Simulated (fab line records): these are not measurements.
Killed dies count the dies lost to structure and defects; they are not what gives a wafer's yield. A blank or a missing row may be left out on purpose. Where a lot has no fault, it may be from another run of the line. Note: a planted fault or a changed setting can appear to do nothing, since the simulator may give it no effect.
fab line records :: flow nandHarc
[record]
  lots = 12
  wafers = 36
  lastDay = 25
route steps=1159 shown A_M1@1053 A_BONDPAD@1085 THIN_TSV@1129 END@1159
lots with no fault: from the same line, run without faults
startH: the number of hours between the record's first day and the start of the first shown wafer of the lot :: waitH: time in hours since the lot's previous step :: " unchanged from the row above :: L1.1+2: one row covering several wafers at once :: - no value, or no start was given :: * or withheld: withheld :: < > ~ a bound
route shown NAME@n: a module of which the file shows steps, and the number in the route of the first :: usual: the fault-free wafers' mean and standard deviation :: same: alike in all rows :: chamber/n: place in a boat :: sites: each site's reading :: _std_site: how widely they spread, as a standard deviation :: _edge_site: the outer-site mean with the inner-site mean subtracted :: radiusMm: how far each site lies from the wafer's centre :: mask NAME#n: copy n :: behind: the most recent tool/chamber to have shaped the wafer :: hold: what put the lot on hold/how long, in hours/how the hold closed :: device: the n, p or np transistor that did not switch :: end of line: tests of these same wafers at the route's end :: a step with no rows: only its recipe :: killed: not the wafer's yield, but the dies lost to structure and defects at the first sort :: map: shows each die of a wafer: x if killed, . if not, _ if none is there
set.NAME: the setting that was run; set.NAME@STEP: the one run at that earlier step :: model.NAME: the simulator's own value behind a step, which no gauge read
the route's steps for a sample of lots (tables are steps, rows are wafers)
services: a tool's chamber out of use, with start hour (startH, from the record's first day; less than 0 if before it), hours out, and reason
[[steps]]
[step NHARC_A_M1_THK_MEAS_24]
[recipe]
  thkMeasGauge = xrf
[usual]
  thkNm = 154.7/1.4
lot.wafer: L765.4
tool: filmMetro-02
chamber: -
startH: 413.35
waitH: -
thkNm: 155.4

lot.wafer: L765.5
tool: filmMetro-02
chamber: -
startH: 413.35
waitH: -
thkNm: 156.1

lot.wafer: L765.6
tool: filmMetro-02
chamber: -
startH: 413.35
waitH: -
thkNm: 156.2

lot.wafer: L769.2
tool: filmMetro-02
chamber: -
startH: 415.19
waitH: -
thkNm: 152.7

lot.wafer: L769.5
tool: filmMetro-02
chamber: -
startH: 415.19
waitH: -
thkNm: 156.3

lot.wafer: L769.6
tool: filmMetro-02
chamber: -
startH: 415.19
waitH: -
thkNm: 155.3

lot.wafer: L766.3
tool: filmMetro-01
chamber: -
startH: 415.68
waitH: -
thkNm: 153.5

lot.wafer: L766.5
tool: filmMetro-01
chamber: -
startH: 415.68
waitH: -
thkNm: 155.1

lot.wafer: L766.6
tool: filmMetro-01
chamber: -
startH: 415.68
waitH: -
thkNm: 156.9

lot.wafer: L779.4
tool: filmMetro-02
chamber: -
startH: 497.10
waitH: -
thkNm: 156.0

lot.wafer: L779.5
tool: filmMetro-02
chamber: -
startH: 497.10
waitH: -
thkNm: 156.3

lot.wafer: L779.6
tool: filmMetro-02
chamber: -
startH: 497.10
waitH: -
thkNm: 155.0

lot.wafer: L777.1
tool: filmMetro-01
chamber: -
startH: 505.71
waitH: -
thkNm: 153.5

lot.wafer: L777.2
tool: filmMetro-01
chamber: -
startH: 505.71
waitH: -
thkNm: 155.5

lot.wafer: L777.3
tool: filmMetro-01
chamber: -
startH: 505.71
waitH: -
thkNm: 154.3

lot.wafer: L778.4
tool: filmMetro-01
chamber: -
startH: 506.17
waitH: -
thkNm: 154.5

lot.wafer: L778.5
tool: filmMetro-01
chamber: -
startH: 506.17
waitH: -
thkNm: 152.4

lot.wafer: L778.6
tool: filmMetro-01
chamber: -
startH: 506.17
waitH: -
thkNm: 151.7

lot.wafer: L781.2
tool: filmMetro-01
chamber: -
startH: 512.02
waitH: -
thkNm: 155.4

lot.wafer: L781.4
tool: filmMetro-01
chamber: -
startH: 512.02
waitH: -
thkNm: 156.2

lot.wafer: L781.5
tool: filmMetro-01
chamber: -
startH: 512.02
waitH: -
thkNm: 152.1

lot.wafer: L784.1
tool: filmMetro-02
chamber: -
startH: 514.65
waitH: -
thkNm: 154.2

lot.wafer: L784.2
tool: filmMetro-02
chamber: -
startH: 514.65
waitH: -
thkNm: 154.7

lot.wafer: L784.3
tool: filmMetro-02
chamber: -
startH: 514.65
waitH: -
thkNm: 151.9

lot.wafer: L786.2
tool: filmMetro-01
chamber: -
startH: 521.57
waitH: -
thkNm: 155.7

lot.wafer: L786.4
tool: filmMetro-01
chamber: -
startH: 521.57
waitH: -
thkNm: 154.3

lot.wafer: L786.6
tool: filmMetro-01
chamber: -
startH: 521.57
waitH: -
thkNm: 154.4

lot.wafer: L783.2
tool: filmMetro-01
chamber: -
startH: 531.63
waitH: -
thkNm: 155.1

lot.wafer: L783.3
tool: filmMetro-01
chamber: -
startH: 531.63
waitH: -
thkNm: 155.4

lot.wafer: L783.6
tool: filmMetro-01
chamber: -
startH: 531.63
waitH: -
thkNm: 156.4

lot.wafer: L780.1
tool: filmMetro-02
chamber: -
startH: 531.86
waitH: -
thkNm: 152.9

lot.wafer: L780.3
tool: filmMetro-02
chamber: -
startH: 531.86
waitH: -
thkNm: 151.5

lot.wafer: L780.6
tool: filmMetro-02
chamber: -
startH: 531.86
waitH: -
thkNm: 155.2

lot.wafer: L788.1
tool: filmMetro-02
chamber: -
startH: 539.92
waitH: -
thkNm: 153.1

lot.wafer: L788.2
tool: filmMetro-02
chamber: -
startH: 539.92
waitH: -
thkNm: 152.2

lot.wafer: L788.6
tool: filmMetro-02
chamber: -
startH: 539.92
waitH: -
thkNm: 154.1
[step NHARC_A_M1_INSPECT_27]
[usual]
  rawDefectCount = 477/150
lot.wafer: L765.4
tool: defectInspect-02
chamber: -
startH: 413.53
waitH: 0.0
rawDefectCount: 456

lot.wafer: L765.5
tool: defectInspect-02
chamber: -
startH: 413.53
waitH: 0.0
rawDefectCount: 773

lot.wafer: L765.6
tool: defectInspect-02
chamber: -
startH: 413.53
waitH: 0.0
rawDefectCount: 438

lot.wafer: L769.2
tool: defectInspect-01
chamber: -
startH: 415.34
waitH: 0.0
rawDefectCount: 417

lot.wafer: L769.5
tool: defectInspect-01
chamber: -
startH: 415.34
waitH: 0.0
rawDefectCount: 357

lot.wafer: L769.6
tool: defectInspect-01
chamber: -
startH: 415.34
waitH: 0.0
rawDefectCount: 345

lot.wafer: L766.3
tool: defectInspect-02
chamber: -
startH: 415.85
waitH: 0.0
rawDefectCount: 296

lot.wafer: L766.5
tool: defectInspect-02
chamber: -
startH: 415.85
waitH: 0.0
rawDefectCount: 344

lot.wafer: L766.6
tool: defectInspect-02
chamber: -
startH: 415.85
waitH: 0.0
rawDefectCount: 481

lot.wafer: L779.4
tool: defectInspect-02
chamber: -
startH: 497.26
waitH: 0.0
rawDefectCount: 511

lot.wafer: L779.5
tool: defectInspect-02
chamber: -
startH: 497.26
waitH: 0.0
rawDefectCount: 373

lot.wafer: L779.6
tool: defectInspect-02
chamber: -
startH: 497.26
waitH: 0.0
rawDefectCount: 661

lot.wafer: L777.1
tool: defectInspect-01
chamber: -
startH: 505.86
waitH: 0.0
rawDefectCount: 378

lot.wafer: L777.2
tool: defectInspect-01
chamber: -
startH: 505.86
waitH: 0.0
rawDefectCount: 288

lot.wafer: L777.3
tool: defectInspect-01
chamber: -
startH: 505.86
waitH: 0.0
rawDefectCount: 257

lot.wafer: L778.4
tool: defectInspect-02
chamber: -
startH: 506.32
waitH: 0.0
rawDefectCount: 382

lot.wafer: L778.5
tool: defectInspect-02
chamber: -
startH: 506.32
waitH: 0.0
rawDefectCount: 428

lot.wafer: L778.6
tool: defectInspect-02
chamber: -
startH: 506.32
waitH: 0.0
rawDefectCount: 537

lot.wafer: L781.2
tool: defectInspect-01
chamber: -
startH: 512.18
waitH: 0.0
rawDefectCount: 668

lot.wafer: L781.4
tool: defectInspect-01
chamber: -
startH: 512.18
waitH: 0.0
rawDefectCount: 481

lot.wafer: L781.5
tool: defectInspect-01
chamber: -
startH: 512.18
waitH: 0.0
rawDefectCount: 436

lot.wafer: L784.1
tool: defectInspect-02
chamber: -
startH: 514.81
waitH: 0.0
rawDefectCount: 538

lot.wafer: L784.2
tool: defectInspect-02
chamber: -
startH: 514.81
waitH: 0.0
rawDefectCount: 1022

lot.wafer: L784.3
tool: defectInspect-02
chamber: -
startH: 514.81
waitH: 0.0
rawDefectCount: 361

lot.wafer: L786.2
tool: defectInspect-02
chamber: -
startH: 521.73
waitH: 0.0
rawDefectCount: 450

lot.wafer: L786.4
tool: defectInspect-02
chamber: -
startH: 521.73
waitH: 0.0
rawDefectCount: 489

lot.wafer: L786.6
tool: defectInspect-02
chamber: -
startH: 521.73
waitH: 0.0
rawDefectCount: 255

lot.wafer: L783.2
tool: defectInspect-01
chamber: -
startH: 531.79
waitH: 0.0
rawDefectCount: 688

lot.wafer: L783.3
tool: defectInspect-01
chamber: -
startH: 531.79
waitH: 0.0
rawDefectCount: 702

lot.wafer: L783.6
tool: defectInspect-01
chamber: -
startH: 531.79
waitH: 0.0
rawDefectCount: 510

lot.wafer: L780.1
tool: defectInspect-02
chamber: -
startH: 532.02
waitH: 0.0
rawDefectCount: 608

lot.wafer: L780.3
tool: defectInspect-02
chamber: -
startH: 532.02
waitH: 0.0
rawDefectCount: 490

lot.wafer: L780.6
tool: defectInspect-02
chamber: -
startH: 532.02
waitH: 0.0
rawDefectCount: 834

lot.wafer: L788.1
tool: defectInspect-02
chamber: -
startH: 540.07
waitH: 0.0
rawDefectCount: 394

lot.wafer: L788.2
tool: defectInspect-02
chamber: -
startH: 540.07
waitH: 0.0
rawDefectCount: 274

lot.wafer: L788.6
tool: defectInspect-02
chamber: -
startH: 540.07
waitH: 0.0
rawDefectCount: 340
[step NHARC_A_BONDPAD_PVD_27]
[recipe]
  targetThkA = 300
  chamberPressurePa = 5
  powerW = 5000
  substrateTempC = 30
  timeS = 20.49
  material = Cu
[usual]
  cathodeDcPowerW = 4999.9/0.86
  substrateTempC = 30.01/0.11
  throttleValvePct = 29.6/0.88
lot.wafer: L765.4
tool: pvdSputter-01
chamber: -
startH: -
waitH: -
cathodeDcPowerW: 4999.7
substrateTempC: 29.93
throttleValvePct: 29.7

lot.wafer: L765.5
tool: pvdSputter-01
chamber: -
startH: -
waitH: -
cathodeDcPowerW: 4998.9
substrateTempC: 29.98
throttleValvePct: 30.1

lot.wafer: L765.6
tool: pvdSputter-01
chamber: -
startH: -
waitH: -
cathodeDcPowerW: 4999.9
substrateTempC: 29.99
throttleValvePct: 28.6

lot.wafer: L769.2
tool: pvdSputter-02
chamber: -
startH: -
waitH: -
cathodeDcPowerW: 4998.6
substrateTempC: 30.12
throttleValvePct: 29.3

lot.wafer: L769.6
tool: pvdSputter-02
chamber: -
startH: -
waitH: -
cathodeDcPowerW: 4999.6
substrateTempC: 30.03
throttleValvePct: 29.3

lot.wafer: L769.5
tool: pvdSputter-02
chamber: -
startH: -
waitH: -
cathodeDcPowerW: 4998.9
substrateTempC: 30.04
throttleValvePct: 28.7

lot.wafer: L766.3
tool: pvdSputter-01
chamber: -
startH: -
waitH: -
cathodeDcPowerW: 5000.6
substrateTempC: 30.27
throttleValvePct: 29.8

lot.wafer: L766.5
tool: pvdSputter-01
chamber: -
startH: -
waitH: -
cathodeDcPowerW: 5000.9
substrateTempC: 30.00
throttleValvePct: 30.1

lot.wafer: L766.6
tool: pvdSputter-01
chamber: -
startH: -
waitH: -
cathodeDcPowerW: 5000.5
substrateTempC: 30.28
throttleValvePct: 28.8

lot.wafer: L779.4
tool: pvdSputter-03
chamber: -
startH: -
waitH: -
cathodeDcPowerW: 4999.4
substrateTempC: 30.32
throttleValvePct: 28.2

lot.wafer: L779.5
tool: pvdSputter-03
chamber: -
startH: -
waitH: -
cathodeDcPowerW: 4999.7
substrateTempC: 30.04
throttleValvePct: 28.9

lot.wafer: L779.6
tool: pvdSputter-03
chamber: -
startH: -
waitH: -
cathodeDcPowerW: 5000.7
substrateTempC: 30.04
throttleValvePct: 27.9

lot.wafer: L777.1
tool: pvdSputter-03
chamber: -
startH: -
waitH: -
cathodeDcPowerW: 5000.1
substrateTempC: 29.92
throttleValvePct: 30.9

lot.wafer: L777.2
tool: pvdSputter-03
chamber: -
startH: -
waitH: -
cathodeDcPowerW: 5000.0
substrateTempC: 30.21
throttleValvePct: 29.3

lot.wafer: L777.3
tool: pvdSputter-03
chamber: -
startH: -
waitH: -
cathodeDcPowerW: 5000.6
substrateTempC: 29.96
throttleValvePct: 27.9

lot.wafer: L778.4
tool: pvdSputter-01
chamber: -
startH: -
waitH: -
cathodeDcPowerW: 5000.8
substrateTempC: 29.88
throttleValvePct: 28.9

lot.wafer: L778.5
tool: pvdSputter-01
chamber: -
startH: -
waitH: -
cathodeDcPowerW: 4998.2
substrateTempC: 30.13
throttleValvePct: 28.6

lot.wafer: L778.6
tool: pvdSputter-01
chamber: -
startH: -
waitH: -
cathodeDcPowerW: 4999.5
substrateTempC: 30.06
throttleValvePct: 30.1

lot.wafer: L781.2
tool: pvdSputter-02
chamber: -
startH: -
waitH: -
cathodeDcPowerW: 5000.1
substrateTempC: 29.83
throttleValvePct: 29.0

lot.wafer: L781.4
tool: pvdSputter-02
chamber: -
startH: -
waitH: -
cathodeDcPowerW: 5001.1
substrateTempC: 30.09
throttleValvePct: 31.0

lot.wafer: L781.5
tool: pvdSputter-02
chamber: -
startH: -
waitH: -
cathodeDcPowerW: 5000.1
substrateTempC: 29.97
throttleValvePct: 29.9

lot.wafer: L784.3
tool: pvdSputter-02
chamber: -
startH: -
waitH: -
cathodeDcPowerW: 5000.2
substrateTempC: 30.03
throttleValvePct: 29.6

lot.wafer: L784.1
tool: pvdSputter-02
chamber: -
startH: -
waitH: -
cathodeDcPowerW: 5001.3
substrateTempC: 30.01
throttleValvePct: 28.6

lot.wafer: L784.2
tool: pvdSputter-02
chamber: -
startH: -
waitH: -
cathodeDcPowerW: 4999.8
substrateTempC: 29.99
throttleValvePct: 30.7

lot.wafer: L786.2
tool: pvdSputter-02
chamber: -
startH: -
waitH: -
cathodeDcPowerW: 4999.6
substrateTempC: 29.90
throttleValvePct: 29.3

lot.wafer: L786.4
tool: pvdSputter-02
chamber: -
startH: -
waitH: -
cathodeDcPowerW: 5000.0
substrateTempC: 29.91
throttleValvePct: 28.7

lot.wafer: L786.6
tool: pvdSputter-02
chamber: -
startH: -
waitH: -
cathodeDcPowerW: 5002.0
substrateTempC: 30.00
throttleValvePct: 28.7

lot.wafer: L783.3
tool: pvdSputter-01
chamber: -
startH: -
waitH: -
cathodeDcPowerW: 5000.2
substrateTempC: 30.29
throttleValvePct: 29.8

lot.wafer: L783.2
tool: pvdSputter-01
chamber: -
startH: -
waitH: -
cathodeDcPowerW: 4999.6
substrateTempC: 30.12
throttleValvePct: 29.8

lot.wafer: L783.6
tool: pvdSputter-01
chamber: -
startH: -
waitH: -
cathodeDcPowerW: 5000.1
substrateTempC: 30.10
throttleValvePct: 29.8

lot.wafer: L780.1
tool: pvdSputter-02
chamber: -
startH: -
waitH: -
cathodeDcPowerW: 5001.0
substrateTempC: 30.07
throttleValvePct: 29.7

lot.wafer: L780.3
tool: pvdSputter-02
chamber: -
startH: -
waitH: -
cathodeDcPowerW: 5000.6
substrateTempC: 29.82
throttleValvePct: 29.4

lot.wafer: L780.6
tool: pvdSputter-02
chamber: -
startH: -
waitH: -
cathodeDcPowerW: 5000.2
substrateTempC: 30.05
throttleValvePct: 31.0

lot.wafer: L788.2
tool: pvdSputter-01
chamber: -
startH: -
waitH: -
cathodeDcPowerW: 5000.9
substrateTempC: 29.99
throttleValvePct: 29.5

lot.wafer: L788.1
tool: pvdSputter-01
chamber: -
startH: -
waitH: -
cathodeDcPowerW: 4999.2
substrateTempC: 29.85
throttleValvePct: 28.3

lot.wafer: L788.6
tool: pvdSputter-01
chamber: -
startH: -
waitH: -
cathodeDcPowerW: 4999.7
substrateTempC: 29.92
throttleValvePct: 30.7
[step NHARC_THIN_TSV_PVD_19]
[recipe]
  targetThkA = 200
  chamberPressurePa = 5
  material = TaN
[usual]
  throttleValvePct = 29.6/0.88
lot.wafer: L769.2
tool: pvdSputter-02
chamber: -
startH: 436.61
waitH: -
throttleValvePct: 29.3

lot.wafer: L769.5
tool: pvdSputter-02
chamber: -
startH: 436.61
waitH: -
throttleValvePct: 29.2

lot.wafer: L769.6
tool: pvdSputter-02
chamber: -
startH: 436.61
waitH: -
throttleValvePct: 28.6

lot.wafer: L765.4
tool: pvdSputter-02
chamber: -
startH: 437.75
waitH: -
throttleValvePct: 29.8

lot.wafer: L765.5
tool: pvdSputter-02
chamber: -
startH: 437.75
waitH: -
throttleValvePct: 29.1

lot.wafer: L765.6
tool: pvdSputter-02
chamber: -
startH: 437.75
waitH: -
throttleValvePct: 30.7

lot.wafer: L766.3
tool: pvdSputter-01
chamber: -
startH: 440.25
waitH: -
throttleValvePct: 28.6

lot.wafer: L766.6
tool: pvdSputter-01
chamber: -
startH: 440.25
waitH: -
throttleValvePct: 30.0

lot.wafer: L766.5
tool: pvdSputter-01
chamber: -
startH: 440.25
waitH: -
throttleValvePct: 30.7

lot.wafer: L779.4
tool: pvdSputter-02
chamber: -
startH: 519.52
waitH: -
throttleValvePct: 31.0

lot.wafer: L779.6
tool: pvdSputter-02
chamber: -
startH: 519.52
waitH: -
throttleValvePct: 28.5

lot.wafer: L779.5
tool: pvdSputter-02
chamber: -
startH: 519.52
waitH: -
throttleValvePct: 30.8

lot.wafer: L778.4
tool: pvdSputter-02
chamber: -
startH: 528.59
waitH: -
throttleValvePct: 29.1

lot.wafer: L778.6
tool: pvdSputter-02
chamber: -
startH: 528.59
waitH: -
throttleValvePct: 29.3

lot.wafer: L778.5
tool: pvdSputter-02
chamber: -
startH: 528.59
waitH: -
throttleValvePct: 28.9

lot.wafer: L777.1
tool: pvdSputter-01
chamber: -
startH: 529.72
waitH: -
throttleValvePct: 30.7

lot.wafer: L777.3
tool: pvdSputter-01
chamber: -
startH: 529.72
waitH: -
throttleValvePct: 27.9

lot.wafer: L777.2
tool: pvdSputter-01
chamber: -
startH: 529.72
waitH: -
throttleValvePct: 29.6

lot.wafer: L781.4
tool: pvdSputter-03
chamber: -
startH: 532.70
waitH: -
throttleValvePct: 27.8

lot.wafer: L781.2
tool: pvdSputter-03
chamber: -
startH: 532.70
waitH: -
throttleValvePct: 29.0

lot.wafer: L781.5
tool: pvdSputter-03
chamber: -
startH: 532.70
waitH: -
throttleValvePct: 27.9

lot.wafer: L784.2
tool: pvdSputter-02
chamber: -
startH: 533.76
waitH: -
throttleValvePct: 31.3

lot.wafer: L784.1
tool: pvdSputter-02
chamber: -
startH: 533.76
waitH: -
throttleValvePct: 29.3

lot.wafer: L784.3
tool: pvdSputter-02
chamber: -
startH: 533.76
waitH: -
throttleValvePct: 28.6

lot.wafer: L786.4
tool: pvdSputter-02
chamber: -
startH: 545.14
waitH: -
throttleValvePct: 29.5

lot.wafer: L786.2
tool: pvdSputter-02
chamber: -
startH: 545.14
waitH: -
throttleValvePct: 31.3

lot.wafer: L786.6
tool: pvdSputter-02
chamber: -
startH: 545.14
waitH: -
throttleValvePct: 29.0

lot.wafer: L783.3
tool: pvdSputter-03
chamber: -
startH: 552.54
waitH: -
throttleValvePct: 29.0

lot.wafer: L783.2
tool: pvdSputter-03
chamber: -
startH: 552.54
waitH: -
throttleValvePct: 28.0

lot.wafer: L783.6
tool: pvdSputter-03
chamber: -
startH: 552.54
waitH: -
throttleValvePct: 29.3

lot.wafer: L780.1
tool: pvdSputter-03
chamber: -
startH: 553.94
waitH: -
throttleValvePct: 27.8

lot.wafer: L780.3
tool: pvdSputter-03
chamber: -
startH: 553.94
waitH: -
throttleValvePct: 31.0

lot.wafer: L780.6
tool: pvdSputter-03
chamber: -
startH: 553.94
waitH: -
throttleValvePct: 29.1

lot.wafer: L788.1
tool: pvdSputter-02
chamber: -
startH: 560.26
waitH: -
throttleValvePct: 29.2

lot.wafer: L788.2
tool: pvdSputter-02
chamber: -
startH: 560.26
waitH: -
throttleValvePct: 30.7

lot.wafer: L788.6
tool: pvdSputter-02
chamber: -
startH: 560.26
waitH: -
throttleValvePct: 28.6
[step NHARC_END_SORT_01]
[recipe]
  tempC = 25
[usual]
  defectLimitedYield = 95.7/1.5
  killedAtArray = 25/9.8
  killedAtOther = 0.8/1.1
  killedAtPeriphery = 3.3/2.1
  killedDies = 29/10
  killedOpen = 3.3/1.8
  killedShort = 1.9/1.4
  sort_bin_2_pct = 1.3/0.6
  sort_bin_3_pct = 0.25/0.23
  sort_bin_4_pct = 2.8/0.97
  sortNPass = 648/10
  sortRimYieldPct = 95/3.2
  sortYieldPct = 95.7/1.5
[same]
  grossDies = 677
  sort_bin_5_pct[%] = 0
  sort_bin_6_pct[%] = 0
  sort_bin_7_pct[%] = 0
  sort_bin_8_pct[%] = 0
  sortRimNGross = 106.00
lot.wafer: L777.1
tool: prober-01
chamber: 0
startH: 548.20
waitH: 2.5
defectLimitedYield[%]: 97.0
killedAtArray: 14
killedAtOther: 1
killedAtPeriphery: 5
killedDies: 20
killedOpen: 6
killedShort: 2
sort_bin_2_pct[%]: 0.4
sort_bin_3_pct[%]: 0.15
sort_bin_4_pct[%]: 2.4
sortNPass: 657
sortRimYieldPct[%]: 99
sortYieldPct[%]: 97.0

lot.wafer: L777.2
tool: prober-01
chamber: 0
startH: 549.00
waitH: 2.8
defectLimitedYield[%]: 87.3
killedAtArray: 9
killedAtOther: 73
killedAtPeriphery: 4
killedDies: 86
killedOpen: 4
killedShort: 3
sort_bin_2_pct[%]: 5.2
sort_bin_3_pct[%]: 4.58
sort_bin_4_pct[%]: 3.0
sortNPass: 591
sortRimYieldPct[%]: 83
sortYieldPct[%]: 87.3

lot.wafer: L777.3
tool: prober-01
chamber: 0
startH: 549.80
waitH: 3.1
defectLimitedYield[%]: 97.8
killedAtArray: 13
killedAtOther: 0
killedAtPeriphery: 2
killedDies: 15
killedOpen: 4
killedShort: 2
sort_bin_2_pct[%]: 0.7
sort_bin_3_pct[%]: 0
sort_bin_4_pct[%]: 1.5
sortNPass: 662
sortRimYieldPct[%]: 100
sortYieldPct[%]: 97.8
// killed by level:class
L777.1 A_CHANNEL_HOLE_D1:chamberFilmFlake=6 P_CONTACT:geometricParticle:open=3 A_CONTACT:geometricParticle:open=3 A_STAIRCASE:chamberFilmFlake=2 A_SLIT:geometricParticle:short=1 A_M0:geometricParticle:short=1 P_STI:chamberFilmFlake=1 P_M0:chamberFilmFlake=1
L777.2 THIN_TSV:unspecified=73 A_CONTACT:chamberFilmFlake=3 P_CONTACT:geometricParticle:open=2 A_SGD_CUT:geometricParticle:open=1 P_CONTACT:geometricParticle:short=1 A_CHANNEL_FILL_D1:geometricParticle:short=1 A_WL_FILL:geometricParticle:short=1 A_CONTACT:geometricParticle:open=1
L777.3 A_CHANNEL_HOLE_D1:chamberFilmFlake=5 A_STAIRCASE:chamberFilmFlake=2 P_M1:geometricParticle:open=1 A_CHANNEL_FILL_D1:geometricParticle:open=1 A_SGD_CUT:geometricParticle:short=1 A_CONTACT:geometricParticle:short=1 A_BLC:geometricParticle:open=1 A_M0:geometricParticle:open=1
[[services]]
tool: pvdSputter-01
chamber: -
startH: 423.68
hours: 14.6
kind: repair

tool: pvdSputter-01
chamber: -
startH: 452.56
hours: 1.1
kind: repair

tool: pvdSputter-03
chamber: -
startH: 456.19
hours: 2.4
kind: repair

tool: pvdSputter-03
chamber: -
startH: 487.68
hours: 5.5
kind: repair

tool: pvdSputter-01
chamber: -
startH: 518.03
hours: 10.0
kind: pm
[[key]]
[firstSign]
  step = NHARC_END_SORT_01
  reading = killedAtOther
  direction = up
  sigmas = 68
  usual = 0.8
  struck = 73
[effect]
  step = NHARC_END_SORT_01
  reading = defectLimitedYield
  direction = down
  sigmas = 5.5
  usual = 95.7
  struck = 87.3
[moreKillsBornAt]
  NHARC_THIN_TSV_PVD_19@pvdSputter-01 = 73
metAt NHARC_THIN_TSV_PVD_19
struckLots L777
struckWafers L777.2
notActingAt NHARC_A_M1_THK_MEAS_24,NHARC_A_M1_INSPECT_27,NHARC_A_BONDPAD_PVD_27
onsetBetween 440.25 529.72
[fault]
  kind = chamberParticleSource
  tool = pvdSputter-01
  chamber = -
  onsetH = 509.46
  steps = NHARC_THIN_TSV_PVD_19
  ratePerVisitCm2 = 1.9847
  endH = 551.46
  scope = struckWafersOnly
